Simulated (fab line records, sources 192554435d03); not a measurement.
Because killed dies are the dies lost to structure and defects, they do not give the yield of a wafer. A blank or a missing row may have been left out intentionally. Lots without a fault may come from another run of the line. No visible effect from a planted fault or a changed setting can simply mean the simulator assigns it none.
Split-lot study || flow n5Finfet || 7 lots, 39 wafers read, on a route of 1938 steps

## THE SPLIT ITSELF
At N5_MIM_TOP_ALD_01 (deposits HfO2, target thk 5.6 nm, pulse time 1 s, purge time 3 s), the setting aldCycles was moved away from the recipe's 62 on 12 of the 39 wafers read, by -16.1% to +56.5%. All remaining wafers had this setting at the recipe value.

Reading taken at the split's own step.

## THE READING
HfO2_of_MIM_TOP_ALD_01.thkNm (the simulator's own value, which no gauge read), in nm, at N5_MIM_TOP_ALD_01 (deposits HfO2, target thk 5.6 nm, pulse time 1 s, purge time 3 s). The file gives no usual value for it.

{"wafer": "L074.1", "tool, chamber at the split": "aldHk-03, 2,1,3,0,1,2", "aldCycles as run": 62, "against the recipe": "recipe", "HfO2_of_MIM_TOP_ALD_01.thkNm, nm": 5.6, "against lot-mates on the recipe": "-"}
{"wafer": "L074.2", "tool, chamber at the split": "aldHk-03, 2,1,3,0,1,2", "aldCycles as run": 62, "against the recipe": "recipe", "HfO2_of_MIM_TOP_ALD_01.thkNm, nm": 5.6, "against lot-mates on the recipe": "-"}
{"wafer": "L074.3", "tool, chamber at the split": "aldHk-03, 2,1,3,0,1,2", "aldCycles as run": 62, "against the recipe": "recipe", "HfO2_of_MIM_TOP_ALD_01.thkNm, nm": 5.6, "against lot-mates on the recipe": "-"}
{"wafer": "L074.4", "tool, chamber at the split": "aldHk-03, 2,1,3,0,1,2", "aldCycles as run": 62, "against the recipe": "recipe", "HfO2_of_MIM_TOP_ALD_01.thkNm, nm": 5.6, "against lot-mates on the recipe": "-"}
{"wafer": "L074.5", "tool, chamber at the split": "aldHk-03, 2,1,3,0,1,2", "aldCycles as run": 62, "against the recipe": "recipe", "HfO2_of_MIM_TOP_ALD_01.thkNm, nm": 5.6, "against lot-mates on the recipe": "-"}
{"wafer": "L074.6", "tool, chamber at the split": "aldHk-03, 2,1,3,0,1,2", "aldCycles as run": 62, "against the recipe": "recipe", "HfO2_of_MIM_TOP_ALD_01.thkNm, nm": 5.6, "against lot-mates on the recipe": "-"}
{"wafer": "L086.1", "tool, chamber at the split": "aldHk-02, 0,1,3,2,0,1", "aldCycles as run": 62, "against the recipe": "recipe", "HfO2_of_MIM_TOP_ALD_01.thkNm, nm": 5.6, "against lot-mates on the recipe": "-"}
{"wafer": "L086.2", "tool, chamber at the split": "aldHk-02, 0,1,3,2,0,1", "aldCycles as run": 62, "against the recipe": "recipe", "HfO2_of_MIM_TOP_ALD_01.thkNm, nm": 5.6, "against lot-mates on the recipe": "-"}
{"wafer": "L086.3", "tool, chamber at the split": "aldHk-02, 0,1,3,2,0,1", "aldCycles as run": 62, "against the recipe": "recipe", "HfO2_of_MIM_TOP_ALD_01.thkNm, nm": 5.6, "against lot-mates on the recipe": "-"}
{"wafer": "L086.4", "tool, chamber at the split": "aldHk-02, 0,1,3,2,0,1", "aldCycles as run": 62, "against the recipe": "recipe", "HfO2_of_MIM_TOP_ALD_01.thkNm, nm": 5.6, "against lot-mates on the recipe": "-"}
{"wafer": "L086.5", "tool, chamber at the split": "aldHk-02, 0,1,3,2,0,1", "aldCycles as run": 62, "against the recipe": "recipe", "HfO2_of_MIM_TOP_ALD_01.thkNm, nm": 5.6, "against lot-mates on the recipe": "-"}
{"wafer": "L086.6", "tool, chamber at the split": "aldHk-02, 0,1,3,2,0,1", "aldCycles as run": 62, "against the recipe": "recipe", "HfO2_of_MIM_TOP_ALD_01.thkNm, nm": 5.6, "against lot-mates on the recipe": "-"}
{"wafer": "L085.1", "tool, chamber at the split": "aldHk-03, 2,1,3", "aldCycles as run": 62, "against the recipe": "recipe", "HfO2_of_MIM_TOP_ALD_01.thkNm, nm": 5.6, "against lot-mates on the recipe": "-"}
{"wafer": "L085.3", "tool, chamber at the split": "aldHk-03, 2,1,3", "aldCycles as run": 62, "against the recipe": "recipe", "HfO2_of_MIM_TOP_ALD_01.thkNm, nm": 5.6, "against lot-mates on the recipe": "-"}
{"wafer": "L085.5", "tool, chamber at the split": "aldHk-03, 2,1,3", "aldCycles as run": 62, "against the recipe": "recipe", "HfO2_of_MIM_TOP_ALD_01.thkNm, nm": 5.6, "against lot-mates on the recipe": "-"}
{"wafer": "L085.2", "tool, chamber at the split": "aldHk-03, 3,0,0", "aldCycles as run": 97, "against the recipe": "+56.5%", "HfO2_of_MIM_TOP_ALD_01.thkNm, nm": 8.8, "against lot-mates on the recipe": "+3.2"}
{"wafer": "L085.4", "tool, chamber at the split": "aldHk-03, 3,0,0", "aldCycles as run": 97, "against the recipe": "+56.5%", "HfO2_of_MIM_TOP_ALD_01.thkNm, nm": 8.8, "against lot-mates on the recipe": "+3.2"}
{"wafer": "L085.6", "tool, chamber at the split": "aldHk-03, 3,0,0", "aldCycles as run": 97, "against the recipe": "+56.5%", "HfO2_of_MIM_TOP_ALD_01.thkNm, nm": 8.8, "against lot-mates on the recipe": "+3.2"}
{"wafer": "L088.1", "tool, chamber at the split": "aldHk-02, 3,0,0", "aldCycles as run": 76, "against the recipe": "+22.6%", "HfO2_of_MIM_TOP_ALD_01.thkNm, nm": 6.8, "against lot-mates on the recipe": "+1.2"}
{"wafer": "L088.4", "tool, chamber at the split": "aldHk-02, 3,0,0", "aldCycles as run": 76, "against the recipe": "+22.6%", "HfO2_of_MIM_TOP_ALD_01.thkNm, nm": 6.8, "against lot-mates on the recipe": "+1.2"}
{"wafer": "L088.6", "tool, chamber at the split": "aldHk-02, 3,0,0", "aldCycles as run": 76, "against the recipe": "+22.6%", "HfO2_of_MIM_TOP_ALD_01.thkNm, nm": 6.8, "against lot-mates on the recipe": "+1.2"}
{"wafer": "L088.2", "tool, chamber at the split": "aldHk-02, 2,1,1", "aldCycles as run": 62, "against the recipe": "recipe", "HfO2_of_MIM_TOP_ALD_01.thkNm, nm": 5.6, "against lot-mates on the recipe": "-"}
{"wafer": "L088.3", "tool, chamber at the split": "aldHk-02, 2,1,1", "aldCycles as run": 62, "against the recipe": "recipe", "HfO2_of_MIM_TOP_ALD_01.thkNm, nm": 5.6, "against lot-mates on the recipe": "-"}
{"wafer": "L088.5", "tool, chamber at the split": "aldHk-02, 2,1,1", "aldCycles as run": 62, "against the recipe": "recipe", "HfO2_of_MIM_TOP_ALD_01.thkNm, nm": 5.6, "against lot-mates on the recipe": "-"}
{"wafer": "L093.1", "tool, chamber at the split": "aldHk-01, 2,1,0", "aldCycles as run": 80, "against the recipe": "+29.0%", "HfO2_of_MIM_TOP_ALD_01.thkNm, nm": 7.2, "against lot-mates on the recipe": "+1.6"}
{"wafer": "L093.2", "tool, chamber at the split": "aldHk-01, 2,1,0", "aldCycles as run": 80, "against the recipe": "+29.0%", "HfO2_of_MIM_TOP_ALD_01.thkNm, nm": 7.2, "against lot-mates on the recipe": "+1.6"}
{"wafer": "L093.4", "tool, chamber at the split": "aldHk-01, 2,1,0", "aldCycles as run": 80, "against the recipe": "+29.0%", "HfO2_of_MIM_TOP_ALD_01.thkNm, nm": 7.2, "against lot-mates on the recipe": "+1.6"}
{"wafer": "L093.3", "tool, chamber at the split": "aldHk-01, 3,1,0", "aldCycles as run": 62, "against the recipe": "recipe", "HfO2_of_MIM_TOP_ALD_01.thkNm, nm": 5.6, "against lot-mates on the recipe": "-"}
{"wafer": "L093.5", "tool, chamber at the split": "aldHk-01, 3,1,0", "aldCycles as run": 62, "against the recipe": "recipe", "HfO2_of_MIM_TOP_ALD_01.thkNm, nm": 5.6, "against lot-mates on the recipe": "-"}
{"wafer": "L093.6", "tool, chamber at the split": "aldHk-01, 3,1,0", "aldCycles as run": 62, "against the recipe": "recipe", "HfO2_of_MIM_TOP_ALD_01.thkNm, nm": 5.6, "against lot-mates on the recipe": "-"}
{"wafer": "L096.1", "tool, chamber at the split": "aldHk-01, 2,1,0", "aldCycles as run": 62, "against the recipe": "recipe", "HfO2_of_MIM_TOP_ALD_01.thkNm, nm": 5.6, "against lot-mates on the recipe": "-"}
{"wafer": "L096.2", "tool, chamber at the split": "aldHk-01, 2,1,0", "aldCycles as run": 62, "against the recipe": "recipe", "HfO2_of_MIM_TOP_ALD_01.thkNm, nm": 5.6, "against lot-mates on the recipe": "-"}
{"wafer": "L096.5", "tool, chamber at the split": "aldHk-01, 2,1,0", "aldCycles as run": 62, "against the recipe": "recipe", "HfO2_of_MIM_TOP_ALD_01.thkNm, nm": 5.6, "against lot-mates on the recipe": "-"}
{"wafer": "L095.1", "tool, chamber at the split": "aldHk-02, 2,3,0", "aldCycles as run": 62, "against the recipe": "recipe", "HfO2_of_MIM_TOP_ALD_01.thkNm, nm": 5.6, "against lot-mates on the recipe": "-"}
{"wafer": "L095.2", "tool, chamber at the split": "aldHk-02, 2,3,0", "aldCycles as run": 62, "against the recipe": "recipe", "HfO2_of_MIM_TOP_ALD_01.thkNm, nm": 5.6, "against lot-mates on the recipe": "-"}
{"wafer": "L095.3", "tool, chamber at the split": "aldHk-02, 2,3,0", "aldCycles as run": 62, "against the recipe": "recipe", "HfO2_of_MIM_TOP_ALD_01.thkNm, nm": 5.6, "against lot-mates on the recipe": "-"}
{"wafer": "L095.4", "tool, chamber at the split": "aldHk-02, 1,3,2", "aldCycles as run": 52, "against the recipe": "-16.1%", "HfO2_of_MIM_TOP_ALD_01.thkNm, nm": 4.8, "against lot-mates on the recipe": -0.8}
{"wafer": "L095.5", "tool, chamber at the split": "aldHk-02, 1,3,2", "aldCycles as run": 52, "against the recipe": "-16.1%", "HfO2_of_MIM_TOP_ALD_01.thkNm, nm": 4.8, "against lot-mates on the recipe": -0.8}
{"wafer": "L095.6", "tool, chamber at the split": "aldHk-02, 1,3,2", "aldCycles as run": 52, "against the recipe": "-16.1%", "HfO2_of_MIM_TOP_ALD_01.thkNm, nm": 4.8, "against lot-mates on the recipe": -0.8}
When a row names more than one chamber, that row covers several wafers, and the file does not tell which wafer ran in which chamber.

THE FIT
A straight line over all 39 wafers: HfO2_of_MIM_TOP_ALD_01.thkNm changes by +0.0555 nm for each +1% of aldCycles; r = +1.00; the points scatter about the line by 0.036 nm.
The same after taking each lot's own level away (the mean of its wafers on the recipe; 39 wafers): +0.0555 nm for each +1%; r = +1.00; scatter 0.036 nm.
That fit puts the effect of the largest move of aldCycles on the reading at 3.1 nm.
The lots' own levels span 5.60 to 5.60 nm.
The two slopes are in agreement: the lot-to-lot level therefore moves the slope only a little.
Check: for one of the wafers moved furthest among these (+56.5%), held out of the fit, the line's prediction against its lot-mates is +3.12 nm. It came out at +3.2 nm against them.

## FURTHER SPLITS ON THESE WAFERS
Other splits were also applied to these wafers ahead of the reading. Each is held against what the fit with the lots' levels taken away leaves over:
{"other split on the same wafers": "N5_BEOL_M7_ILD_DEP_00 timeS", "wafers away from the commonest value": 15, "r with HfO2_of_MIM_TOP_ALD_01.thkNm (lot level and that fit taken away)": -0.50}
{"other split on the same wafers": "N5_BEOL_M11_PECVD_70 timeS", "wafers away from the commonest value": 15, "r with HfO2_of_MIM_TOP_ALD_01.thkNm (lot level and that fit taken away)": -0.06}
{"other split on the same wafers": "N5_BEOL_M14_ILD_DEP_00 timeS", "wafers away from the commonest value": 15, "r with HfO2_of_MIM_TOP_ALD_01.thkNm (lot level and that fit taken away)": -0.20}

## THE FILE'S OWN FIT
HfO2_of_MIM_TOP_ALD_01.thkNm changes by +0.0556 nm for each +1% of aldCycles, r = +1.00.
